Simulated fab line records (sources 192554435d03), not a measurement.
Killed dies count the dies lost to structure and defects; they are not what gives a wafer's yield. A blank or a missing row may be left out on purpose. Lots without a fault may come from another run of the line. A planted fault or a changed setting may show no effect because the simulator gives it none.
fab line records	flow n5-finfet	part 1 of 2: steps 1 to 3 of 6
record lots=22	wafers=66	last-day=17
route steps=1938 shown BEOL_M13@1691 BEOL_M14@1729 BEOL_M15@1793
lots that met no fault: from a run of the same line without faults
start-h: hours from the record's first day to the start of the lot's first wafer shown	wait-h: hours elapsed since this lot's preceding step	" the same as in the row above	L1.1+2: several wafers, shown together as one row	- no value present, or no start provided	* or withheld: withheld	< > ~ a bound
route shown NAME@n: NAME is a module with steps in the file, n the number in the route of the first one	usual: mean/standard deviation taken from wafers without a fault	same: alike in all rows	chamber/n: place in a boat	sites: the reading at each site	_std_site: standard deviation of those values	_edge_site: mean of outer sites minus mean of inner sites	radius-mm: how far each site lies from the wafer's centre	mask NAME#n: copy n	behind: the most recent tool/chamber to have shaped the wafer	hold: reason for holding the lot/hours on hold/outcome of the hold	device: transistor that didn't switch, given as n, p or np	end of line: the tests these same wafers got at the end of their route	where a step has no rows: the recipe by itself	killed: dies that structure and defects cost at the first sort, which is not the same as the wafer's yield	map: shows each die of a wafer: x if killed, . if not, _ if none is there
set.NAME: setting as actually run; set.NAME@STEP: the setting as run at that earlier step	model.NAME: the simulator's own value behind a step, which no gauge read
one table for each step of the route and one row for each wafer, over a sample of lots
services: the hour from which a tool's chamber was out of use, counted from the record's first day as start-h (under 0 if before that day), plus the number of hours and why
## steps
# step N5_BEOL_M13_INSPECT_30
# recipe mode=adi	inspect-instrument=macro
# usual raw-defect-count=2.3/1.5
lot.wafer	tool	chamber	start-h	wait-h	raw-defect-count
L074.1	defect-inspect-02	-	234.90	0.0	2
L074.3	"	-	"	"	5
L074.6	"	-	"	"	4
L077.2	defect-inspect-02	-	251.19	0.0	3
L077.3	"	-	"	"	0
L077.6	"	-	"	"	1
L075.1	defect-inspect-01	-	252.52	0.0	4
L075.4	"	-	"	"	3
L075.5	"	-	"	"	1
L078.1	defect-inspect-02	-	259.54	0.0	2
L078.5	"	-	"	"	6
L078.6	"	-	"	"	0
L076.4	defect-inspect-01	-	259.86	0.0	0
L076.5	"	-	"	"	4
L076.6	"	-	"	"	1
L081.2	defect-inspect-02	-	266.95	0.0	0
L081.3	"	-	"	"	2
L081.6	"	-	"	"	2
L079.1	defect-inspect-02	-	270.67	0.0	1
L079.4	"	-	"	"	1
L079.5	"	-	"	"	4
L082.3	defect-inspect-02	-	284.26	0.0	1
L082.5	"	-	"	"	1
L082.6	"	-	"	"	3
L083.2	defect-inspect-01	-	295.80	0.0	4
L083.3	"	-	"	"	3
L083.5	"	-	"	"	1
L084.2	defect-inspect-01	-	311.78	0.0	0
L084.3	"	-	"	"	2
L084.5	"	-	"	"	2
L088.4	defect-inspect-01	-	317.27	0.0	5
L088.5	"	-	"	"	2
L088.6	"	-	"	"	2
L085.1	defect-inspect-02	-	317.52	0.0	4
L085.4	"	-	"	"	1
L085.5	"	-	"	"	1
L086.2	defect-inspect-02	-	323.95	0.0	1
L086.3	"	-	"	"	3
L086.6	"	-	"	"	2
L087.1	defect-inspect-01	-	331.96	0.0	1
L087.5	"	-	"	"	2
L087.6	"	-	"	"	0
L089.1	defect-inspect-01	-	341.61	0.0	1
L089.3	"	-	"	"	2
L089.5	"	-	"	"	3
L090.4	defect-inspect-02	-	341.83	0.0	3
L090.5	"	-	"	"	1
L090.6	"	-	"	"	3
L092.1	defect-inspect-01	-	342.08	0.0	5
L092.2	"	-	"	"	3
L092.3	"	-	"	"	3
L091.2	defect-inspect-02	-	342.28	0.0	1
L091.4	"	-	"	"	1
L091.6	"	-	"	"	6
L093.2	defect-inspect-02	-	353.23	0.0	2
L093.4	"	-	"	"	1
L093.5	"	-	"	"	3
L097.3	defect-inspect-02	-	373.41	0.0	4
L097.4	"	-	"	"	2
L097.5	"	-	"	"	3
L095.2	defect-inspect-01	-	373.61	0.0	4
L095.5	"	-	"	"	6
L095.6	"	-	"	"	2
L096.2	defect-inspect-02	-	375.07	0.0	1
L096.4	"	-	"	"	1
L096.5	"	-	"	"	3
# step N5_BEOL_M13_ETCH_38
# recipe chemistry=CF4/N2	target=SiCN	target-depth-a=675	taper-deg=2	time-s=71.9	ion-energy-ev=150	mask-material=SiO2	pressure-mtorr=40	source-w=430	bias-w=70	Ar_flow_sccm=100	cf4-flow-sccm=60	n2-flow-sccm=60
# usual bias-w=69.98/0.21	chamber-pressure-mTorr=40.00/0.035	drypump-motor-current-A=5.8/0.46	oes-product-au=0.81/0.089	rf-vpp-V=381.7/1.7	showerhead-plenum-p-Torr=2.19/0.069	throttle-valve-pct=15.36/0.21
lot.wafer	tool	chamber	start-h	wait-h	bias-w	chamber-pressure-mTorr	drypump-motor-current-A	oes-product-au	rf-hours-counter-h	rf-vpp-V	showerhead-plenum-p-Torr	throttle-valve-pct
L074.1	rie-diel-01	2	235.72	-	70.16	40.04	5.6	0.85	54	382.1	2.14	15.23
L074.3	"	3	"	"	69.71	40.01	6.3	0.73	143	380.1	2.13	15.43
L074.6	"	3	"	"	69.67	40.02	6.3	0.74	-	379.5	2.13	15.42
L077.2	rie-diel-05	1	253.42	-	70.18	39.99	5.4	0.78	76	382.8	2.23	15.17
L077.3	"	3	"	"	69.82	39.96	5.5	0.94	34	383.9	2.26	15.37
L077.6	"	1	"	"	69.89	40.03	5.5	0.78	-	381.8	2.23	15.18
L075.1	rie-diel-01	3	253.47	-	69.91	40.01	6.4	0.72	149	379.2	2.12	15.44
L075.4	"	0	"	"	69.98	39.97	6.0	0.72	179	382.7	2.19	15.55
L075.5	"	1	"	"	69.79	39.96	5.7	1.00	-	386.2	2.35	15.09
L078.1	rie-diel-03	0	260.29	-	70.02	39.98	6.5	0.95	8	380.6	2.19	15.29
L078.5	"	1	"	"	69.92	40.01	4.7	0.87	-	381.1	2.16	15.57
L078.6	"	2	"	"	70.49	40.00	5.2	0.72	-	382.2	2.18	15.65
L076.4	rie-diel-01	0	260.61	-	69.81	39.99	6.0	0.71	182	381.5	2.19	15.56
L076.5	"	1	"	"	70.18	40.00	5.7	0.98	-	385.9	2.35	15.09
L076.6	"	0	"	"	69.82	40.00	6.0	0.71	-	382.4	2.19	15.56
L081.2	rie-diel-01	0	269.93	-	70.05	39.97	6.0	0.71	185	381.8	2.19	15.57
L081.3	"	3	"	"	69.61	40.02	6.3	0.72	154	380.8	2.12	15.46
L081.6	"	3	"	"	69.84	39.97	6.3	0.72	-	380.2	2.12	15.44
L079.1	rie-diel-05	2	275.89	-	69.79	40.03	5.7	0.83	77	383.3	2.21	14.98
L079.4	"	1	"	"	70.15	39.96	5.4	0.78	82	382.8	2.23	15.18
L079.5	"	3	"	"	69.72	39.95	5.5	0.93	-	383.2	2.25	15.38
L082.3	rie-diel-03	2	286.39	-	69.74	40.00	5.2	0.71	233	381.2	2.18	15.68
L082.5	"	3	"	"	70.17	39.99	6.4	0.90	-	381.4	2.16	15.03
L082.6	"	2	"	"	69.88	39.91	5.2	0.71	-	380.2	2.18	15.70
L083.2	rie-diel-05	0	297.29	-	69.86	40.06	6.4	0.77	138	380.7	2.12	15.57
L083.3	"	3	"	"	69.96	40.04	5.5	0.92	47	382.6	2.25	15.39
L083.5	"	0	"	"	70.09	40.01	6.4	0.77	-	380.4	2.12	15.57
L084.2	rie-diel-01	0	314.02	-	69.85	39.97	6.1	0.71	199	382.0	2.18	15.61
L084.3	"	1	"	"	70.47	39.97	5.7	0.93	19	384.6	2.34	15.13
L084.5	"	2	"	"	70.08	40.02	5.6	0.82	-	380.0	2.13	15.29
L088.4	rie-diel-01	1	318.62	-	70.42	39.99	5.7	0.93	21	384.3	2.34	15.13
L088.5	"	0	"	"	70.05	40.06	6.1	0.71	-	381.2	2.18	15.61
L088.6	"	1	"	"	70.39	40.05	5.7	0.93	-	384.5	2.34	15.13
L085.1	rie-diel-01	2	319.85	-	69.85	40.02	5.6	0.82	81	379.3	2.13	15.29
L085.4	"	3	"	"	70.24	39.91	6.3	0.72	165	379.8	2.12	15.47
L085.5	"	0	"	"	69.98	40.02	6.0	0.70	-	381.3	2.18	15.59
L086.2	rie-diel-01	3	327.97	-	70.10	40.03	6.4	0.71	168	380.1	2.12	15.47
L086.3	"	0	"	"	69.76	39.95	6.0	0.70	203	382.1	2.18	15.59
L086.6	"	3	"	"	70.27	39.97	6.3	0.70	-	381.0	2.12	15.47
L087.1	rie-diel-05	2	333.18	-	69.93	39.99	5.7	0.81	93	383.2	2.21	15.02
L087.5	"	3	"	"	69.72	39.99	5.4	0.89	-	382.6	2.25	15.42
L087.6	"	2	"	"	70.11	39.97	5.8	0.79	-	383.4	2.21	15.01
L089.1	rie-diel-03	1	345.32	-	69.80	39.98	4.7	0.83	79	380.5	2.15	15.63
L089.3	"	3	"	"	70.31	40.00	6.4	0.87	74	379.5	2.15	15.07
L089.5	"	0	"	"	69.81	40.02	6.5	0.89	-	380.7	2.18	15.33
L090.4	rie-diel-01	3	345.52	-	70.10	40.00	6.4	0.71	175	380.6	2.11	15.50
L090.5	"	2	"	"	70.03	39.99	5.6	0.81	-	382.2	2.13	15.30
L090.6	"	3	"	"	69.97	39.98	6.3	0.70	-	381.1	2.11	15.50
L092.1	rie-diel-05	0	345.61	-	70.48	39.95	6.4	0.75	149	378.9	2.12	15.62
L092.2	"	2	"	"	70.21	39.93	5.7	0.78	98	383.0	2.20	15.03
L092.3	"	3	"	"	69.77	40.00	5.5	0.89	63	382.1	2.25	15.42
L091.2	rie-diel-01	3	345.65	-	69.75	39.98	6.3	0.71	175	380.5	2.11	15.48
L091.4	"	2	"	"	69.60	39.99	5.6	0.81	90	379.4	2.13	15.30
L091.6	"	3	"	"	69.68	40.03	6.3	0.71	-	380.5	2.11	15.49
L093.2	rie-diel-01	0	353.96	-	70.02	40.02	6.0	0.69	212	380.8	2.18	15.62
L093.4	"	3	"	"	69.91	39.94	6.3	0.70	-	379.9	2.11	15.50
L093.5	"	0	"	"	70.06	40.05	6.0	0.69	-	382.2	2.18	15.61
L097.3	rie-diel-01	3	376.14	-	69.91	40.03	6.3	0.70	186	379.8	2.11	15.51
L097.4	"	2	"	"	70.03	40.03	5.6	0.80	99	381.5	2.13	15.31
L097.5	"	1	"	"	69.90	40.00	5.7	0.89	-	384.2	2.33	15.17
L095.2	rie-diel-03	2	379.28	-	69.66	40.05	5.2	0.96	7	382.0	2.17	15.23
L095.5	"	1	"	"	70.28	40.01	4.7	0.82	-	379.7	2.15	15.65
L095.6	"	0	"	"	70.04	40.05	6.5	0.88	-	380.8	2.18	15.36
L096.2	rie-diel-01	0	380.37	-	70.30	39.96	6.0	0.69	222	382.6	2.17	15.64
L096.4	"	2	"	"	69.98	39.95	5.6	0.80	100	380.2	2.13	15.31
L096.5	"	3	"	"	70.05	40.01	6.3	0.70	-	378.7	2.11	15.51
# step N5_BEOL_M14_DESCUM_15
# recipe chemistry=O2	time-s=7.9	source-power-w=50	bias-power-w=20	pressure-mtorr=20	rf-frequency-hz=2.712e+07	temp-c=40	o2-flow-sccm=225
# usual chamber-pressure-mTorr=19.998/0.019	drypump-motor-current-A=5.6/0.41	oes-product-au=0.80/0.095	rf-vpp-V=242.7/1.4	showerhead-plenum-p-Torr=2.06/0.076	temp-c=40.00/0.12	throttle-valve-pct=20.45/0.2
lot.wafer	tool	chamber	start-h	wait-h	chamber-pressure-mTorr	drypump-motor-current-A	oes-product-au	rf-hours-counter-h	rf-vpp-V	showerhead-plenum-p-Torr	temp-c	throttle-valve-pct
L074.1	rie-diel-02	3	239.17	0.0	20.022	5.2	0.82	69	241.8	2.02	39.99	20.48
L074.3	"	2	"	"	20.019	4.8	0.72	201	245.5	2.17	39.82	20.47
L074.6	"	1	"	"	19.986	5.6	0.71	-	241.3	1.97	39.72	20.22
L077.2	rie-diel-06	1	256.55	0.2	20.001	6.2	0.85	70	241.7	2.01	40.10	20.46
L077.3	"	2	"	"	19.961	5.5	0.73	206	242.8	2.07	39.98	20.78
L077.6	"	2	"	"	19.999	5.5	0.73	-	243.5	2.07	40.01	20.76
L075.1	rie-diel-04	0	257.20	0.2	19.995	6.1	0.71	240	243.9	2.17	39.94	20.64
L075.4	"	2	"	"	20.052	6.0	0.68	235	243.0	2.05	40.07	20.44
L075.5	"	2	"	"	19.993	6.0	0.69	-	243.1	2.05	39.89	20.42
L078.1	rie-diel-04	3	264.13	0.0	20.014	5.5	0.75	152	241.5	2.02	40.24	20.58
L078.5	"	3	"	"	19.997	5.5	0.75	-	242.0	2.02	39.99	20.60
L078.6	"	2	"	"	20.000	6.0	0.69	-	241.1	2.05	39.97	20.44
L076.4	rie-diel-06	2	264.31	0.0	20.027	5.5	0.72	-	243.2	2.07	40.00	20.78
L076.5	"	0	"	"	20.030	5.7	0.90	-	243.1	2.04	39.98	20.12
L076.6	"	3	"	"	19.995	5.5	0.81	-	241.5	2.02	40.08	20.35
L081.2	rie-diel-02	2	272.29	0.0	20.007	4.8	0.72	215	244.1	2.17	40.13	20.49
L081.3	"	1	"	"	19.995	5.6	0.70	235	243.1	1.97	39.87	20.24
L081.6	"	1	"	"	19.984	5.6	0.70	-	240.0	1.97	39.64	20.24
L079.1	rie-diel-02	1	278.45	0.0	20.009	5.6	0.70	238	242.7	1.97	40.17	20.26
L079.4	"	1	"	"	20.019	5.6	0.69	-	241.0	1.97	40.11	20.25
L079.5	"	2	"	"	19.995	4.8	0.71	-	243.9	2.17	40.01	20.51
L082.3	rie-diel-02	2	289.15	0.0	20.012	4.8	0.72	221	243.5	2.16	40.15	20.50
L082.5	"	2	"	"	19.996	4.8	0.71	-	244.6	2.16	40.15	20.52
L082.6	"	3	"	"	19.998	5.2	0.80	-	241.6	2.01	40.03	20.52
L083.2	rie-diel-04	3	299.71	0.0	19.997	5.5	0.74	162	242.5	2.02	40.15	20.59
L083.3	"	1	"	"	20.005	5.1	0.72	197	243.0	1.97	40.09	20.71
L083.5	"	1	"	"	20.003	5.2	0.73	-	242.1	1.97	40.04	20.70
L084.2	rie-diel-04	0	316.77	0.3	20.003	6.1	0.97	5	244.1	2.16	40.27	20.31
L084.3	"	3	"	"	19.976	5.5	0.73	169	242.0	2.02	39.91	20.62
L084.5	"	0	"	"	20.013	6.2	0.96	-	244.5	2.16	40.14	20.31
L088.4	rie-diel-02	3	321.60	0.3	19.982	5.2	0.77	-	242.6	2.01	39.85	20.56
L088.5	"	0	"	"	19.989	5.9	0.95	-	244.5	2.15	39.97	20.30
L088.6	"	2	"	"	19.951	4.8	0.71	-	245.7	2.16	40.11	20.53
L085.1	rie-diel-02	3	322.94	0.2	19.981	5.2	0.78	102	241.7	2.01	39.98	20.54
L085.4	"	0	"	"	19.990	5.9	0.96	-	245.5	2.15	40.09	20.29
L085.5	"	2	"	"	19.973	4.8	0.70	-	243.9	2.16	39.88	20.53
L086.2	rie-diel-04	1	331.13	0.5	20.028	5.1	0.72	209	241.7	1.97	39.98	20.73
L086.3	"	0	"	"	19.988	6.2	0.94	10	243.3	2.16	40.16	20.33
L086.6	"	0	"	"	19.983	6.1	0.95	-	243.3	2.16	40.15	20.33
L087.1	rie-diel-04	0	335.68	0.0	19.949	6.1	0.95	12	243.9	2.16	39.89	20.34
L087.5	"	0	"	"	20.035	6.1	0.93	-	243.9	2.16	39.80	20.33
L087.6	"	3	"	"	19.983	5.5	0.72	-	241.7	2.01	40.01	20.61
L089.1	rie-diel-04	1	350.66	0.3	20.001	5.1	0.72	216	240.1	1.97	39.87	20.72
L089.3	"	2	"	"	19.975	6.0	0.94	12	242.6	2.04	39.89	20.16
L089.5	"	1	"	"	19.995	5.1	0.71	-	241.1	1.97	39.95	20.73
L090.4	rie-diel-06	0	350.72	0.2	19.975	5.7	0.87	56	241.4	2.02	40.12	20.16
L090.5	"	1	"	"	19.993	6.1	0.82	-	241.7	2.00	40.11	20.51
L090.6	"	0	"	"	20.004	5.7	0.85	-	241.3	2.02	40.06	20.16
L092.1	rie-diel-06	0	351.07	0.3	20.004	5.7	0.86	56	243.3	2.02	40.19	20.17
L092.2	"	3	"	"	20.004	5.5	0.79	126	242.1	2.01	40.02	20.39
L092.3	"	1	"	"	19.970	6.2	0.82	101	240.0	2.00	39.91	20.52
L091.2	rie-diel-02	3	351.21	0.4	19.985	5.2	0.77	113	242.9	2.01	40.14	20.57
L091.4	"	0	"	"	19.995	5.9	0.93	26	243.5	2.15	40.22	20.30
L091.6	"	0	"	"	20.004	5.9	0.92	-	244.3	2.15	40.09	20.32
L093.2	rie-diel-04	2	356.78	0.0	20.013	6.0	0.94	14	242.7	2.04	40.19	20.16
L093.4	"	3	"	"	19.991	5.5	0.72	183	241.5	2.01	40.03	20.63
L093.5	"	2	"	"	20.013	6.0	0.93	-	242.8	2.04	40.05	20.15
L097.3	rie-diel-06	0	378.66	0.0	19.991	5.7	0.85	65	241.9	2.02	39.93	20.19
L097.4	"	3	"	"	20.022	5.5	0.78	136	241.0	2.01	40.21	20.39
L097.5	"	2	"	"	20.025	5.5	0.70	-	243.2	2.06	40.13	20.83
L095.2	rie-diel-06	1	382.16	0.0	19.963	6.2	0.80	112	243.3	1.99	40.00	20.54
L095.5	"	3	"	"	19.975	5.5	0.78	-	242.2	2.01	39.89	20.41
L095.6	"	0	"	"	19.992	5.7	0.85	-	243.0	2.02	39.83	20.19
L096.2	rie-diel-02	3	383.06	0.0	20.018	5.2	0.75	126	242.6	2.00	39.90	20.58
L096.4	"	0	"	"	19.989	5.9	0.89	39	242.8	2.14	40.08	20.32
L096.5	"	1	"	"	19.972	5.7	0.93	-	245.1	2.22	39.95	20.04
